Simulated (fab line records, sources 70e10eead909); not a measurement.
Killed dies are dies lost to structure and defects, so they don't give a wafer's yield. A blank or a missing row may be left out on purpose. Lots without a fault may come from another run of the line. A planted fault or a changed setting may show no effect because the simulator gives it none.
Which tool did it? | flow nand_harc | 11 lots, 33 wafers sampled, at 6 steps of a route of 1302

WHAT THE GAUGES READ, wafer by wafer
NHARC_END_SORT_01.
lot  | measured     | on        | defect_limited_yield (%)
L618 | day 27 16:05 | prober-02 | 90.1
L620 | day 29 01:30 | prober-02 | 90.8
L621 | day 28 19:52 | prober-01 | 93.6 93.1 95.1

WHICH TOOL RAN EACH LOT (tool, then ch and the chambers of the sampled wafers, then the start)
lot  | NHARC_A_CHANNEL_HOLE_D1_ETCH_39               | NHARC_A_CHANNEL_HOLE_D1_ETCH_19  | NHARC_A_CHANNEL_HOLE_D1_ETCH_22  | NHARC_A_CHANNEL_HOLE_D1_XSEM_31 | NHARC_A_CHANNEL_FILL_D1_ALD_02
L611 | rie_diel-09 ch 2,3, day 9 12:54 or earlier    | har_etch-02 ch 0,1, day 9 12:54  | har_etch-02 ch 0,1, day 9 13:56  | xsem-01 ch 0, day 9 18:36       | ald_hk-04 ch 1,3, day 9 19:04
L613 | rie_diel-09 ch 1,2,3, day 10 06:44 or earlier | har_etch-02 ch 0,1, day 10 06:44 | har_etch-02 ch 0,1, day 10 07:37 | xsem-01 ch 0, day 10 12:30      | ald_hk-01 ch 1,2,3, day 10 12:48
L614 | rie_diel-09 ch 0,2,3, day 10 15:46 or earlier | har_etch-02 ch 0,1, day 10 15:46 | har_etch-02 ch 0,1, day 10 16:38 | xsem-02 ch 0, day 10 21:31      | ald_hk-01 ch 0,1,3, day 10 21:53
L616 | rie_diel-09 ch 0,1,2, day 11 11:50 or earlier | har_etch-02 ch 0,1, day 11 11:50 | har_etch-02 ch 0,1, day 11 12:47 | xsem-01 ch 0, day 11 17:31      | ald_hk-02 ch 0,2, day 11 17:49
L617 | rie_diel-09 ch 1,2,3, day 11 22:44 or earlier | har_etch-01 ch 0,1, day 11 22:44 | har_etch-01 ch 0,1, day 11 23:35 | xsem-02 ch 0, day 12 04:20      | ald_hk-04 ch 0,1,2, day 12 04:56
L618 | rie_diel-04 ch 0,2,3, day 12 05:12 or earlier | har_etch-02 ch 0, day 12 05:12   | har_etch-02 ch 0, day 12 06:56   | xsem-01 ch 0, day 12 14:57      | ald_hk-04 ch 0,2,3, day 12 15:23
L619 | rie_diel-10 ch 0,2,3, day 12 19:32 or earlier | har_etch-01 ch 0,1, day 12 19:32 | har_etch-01 ch 0,1, day 12 20:32 | xsem-02 ch 0, day 13 01:05      | ald_hk-02 ch 0,1,2, day 13 01:26
L620 | rie_diel-04 ch 0,1,2, day 13 04:45 or earlier | har_etch-01 ch 0,1, day 13 04:45 | har_etch-01 ch 0,1, day 13 05:37 | xsem-01 ch 0, day 13 10:23      | ald_hk-02 ch 0,1,3, day 13 10:49
L621 | rie_diel-09 ch 0,1,3, day 13 06:31 or earlier | har_etch-02 ch 0,1, day 13 06:31 | har_etch-02 ch 0,1, day 13 07:23 | xsem-02 ch 0, day 13 12:15      | ald_hk-02 ch 1,2, day 13 12:35
L625 | rie_diel-04 ch 1,2,3, day 15 13:28 or earlier | har_etch-02 ch 0,1, day 15 13:28 | har_etch-02 ch 0,1, day 15 14:25 | xsem-01 ch 0, day 15 19:04      | -
L627 | rie_diel-09 ch 0,1,2, day 16 02:11 or earlier | har_etch-02 ch 1, day 16 02:11   | har_etch-02 ch 1, day 16 03:08   | xsem-02 ch 0, day 16 07:47      | -
- NHARC_A_CHANNEL_HOLE_D1_ETCH_39: etches the open film in N2/H2, target depth 260 nm, time 325 s.
- NHARC_A_CHANNEL_HOLE_D1_ETCH_19: etches the open film in C4F8/O2/Ar, time 34.5 s.
- NHARC_A_CHANNEL_HOLE_D1_ETCH_22: etches the open film in C4F8/O2/Ar, time 666.7 s, target depth 1600 nm.
- NHARC_A_CHANNEL_HOLE_D1_XSEM_31
- NHARC_A_CHANNEL_FILL_D1_ALD_02: deposits SiO2, target thk 6 nm, pulse time 10 s, ald cycles 60.

THE ANSWER, worked out from the rows above alone
Rule: what is usual is taken from the lots themselves. Put in order of their means at a reading, lots are off if they are a third of the lots or fewer, leave a main group of 4 or more, and stand apart from it by a gap of 3 or more times the standard deviation of the main group's means; of several such gaps the widest counts. A main group whose means are all the same, to the digits that the tables above print for the reading, isn't used. A lot without any number at a reading at which 4 lots or more have one is off too. The other lots that the step has rows for count as sound.
No lot is off at any reading shown: from this, nothing can be told.

WHAT THE SIMULATOR HAD PUT IN
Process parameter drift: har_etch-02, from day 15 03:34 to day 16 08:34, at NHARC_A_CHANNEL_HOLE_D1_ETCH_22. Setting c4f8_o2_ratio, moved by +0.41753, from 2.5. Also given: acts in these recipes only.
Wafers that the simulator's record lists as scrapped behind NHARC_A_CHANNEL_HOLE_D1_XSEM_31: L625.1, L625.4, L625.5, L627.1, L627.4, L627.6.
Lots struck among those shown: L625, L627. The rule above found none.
